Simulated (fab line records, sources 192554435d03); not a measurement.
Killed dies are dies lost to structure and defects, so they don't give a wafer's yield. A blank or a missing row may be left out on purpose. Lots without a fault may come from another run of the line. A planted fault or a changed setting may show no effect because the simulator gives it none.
Problem report in the 8D (eight disciplines) form, filled by code | flow n5_finfet | the parts of the form that need people (team, actions taken, sign-off) are left out

1. THE PROBLEM
spin_speed_rpm at N5_BEOL_M6_COAT_64 reads a mean of 1714.3 rpm on 6 wafers of 2 lots; wafers without a fault read 1499.8 rpm with a standard deviation of 0.94. That is +99 or more standard deviations from the usual mean.
The step: time 60 s, resist thk 12 nm.
First seen on wafer L517.1, day 12 01:19, on litho_track-04. The record holds 30 wafers of 10 lots with a number at this step. Rule for "out", or "out of limits": more than 4 standard deviations from the usual mean. The other wafers with a number count as sound.

2. WHAT IT IS AND WHAT IT IS NOT
question                    | is                     | is not
which readings at this step | spin_speed_rpm         | dispense_pressure_kPa
which lots                  | L517, L520             | L511, L522, L523, L526, L527, L529, L530, L531
which wafers of those lots  | all that have a number | -
read on which tools         | litho_track-04         | litho_track-01, litho_track-03
when                        | from day 12 01:19      | up to then (3 sound wafers); but 21 sound wafers of L522, L523, L526, L527, L529, L530, L531 came after

3. SUSPECTS, AND WHAT RULES EACH OUT
Counting: a tool at a process step up to the reading stays a suspect if it ran every lot that is out and no sound lot after the first of them.
- rie_metal-01 at N5_BEOL_M6_HM_OPEN_17 (chemistry Cl2/BCl3, target TiN, target depth 20 nm, overetch 6 nm): ruled out as a lasting fault. Sound lots L526 ran on it after its first lot that is out, L517 (day 11 21:14).
- litho_track-04 at N5_BEOL_M6_COAT_64 (time 60 s, resist thk 12 nm): ruled out as a lasting fault. Sound lots L531 ran on it after its first lot that is out, L517 (day 12 01:19).
Left after counting: nothing in the record.

4. THE CAUSE (what the simulator had put in)
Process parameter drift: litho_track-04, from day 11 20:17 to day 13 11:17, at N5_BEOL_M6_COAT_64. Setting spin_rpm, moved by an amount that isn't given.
Counting ruled it out, wrongly.

5. THE CHAIN OF EFFECTS, in route order
Each row: a reading whose mean over the struck wafers that have a number lies more than 3 standard deviations from the usual. Only readings for which the record gives a usual standard deviation are gone through. hours: the time from each lot's start at the first step in this table that gives one to its start at this step, as a median over the lots. sigmas: the change in usual standard deviations.
hours | step               | reading        | usual      | on struck wafers | change | sigmas
0     | N5_BEOL_M6_COAT_64 | spin_speed_rpm | 1499.8 rpm | 1714.3           | +214.5 | +99 or more
The process steps in it:
- N5_BEOL_M6_COAT_64: time 60 s, resist thk 12 nm.

6. WHAT WOULD HAVE CAUGHT IT SOONER
In this record the first reading out of limits was taken at day 12 01:19, 5 hours after the fault began at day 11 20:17.
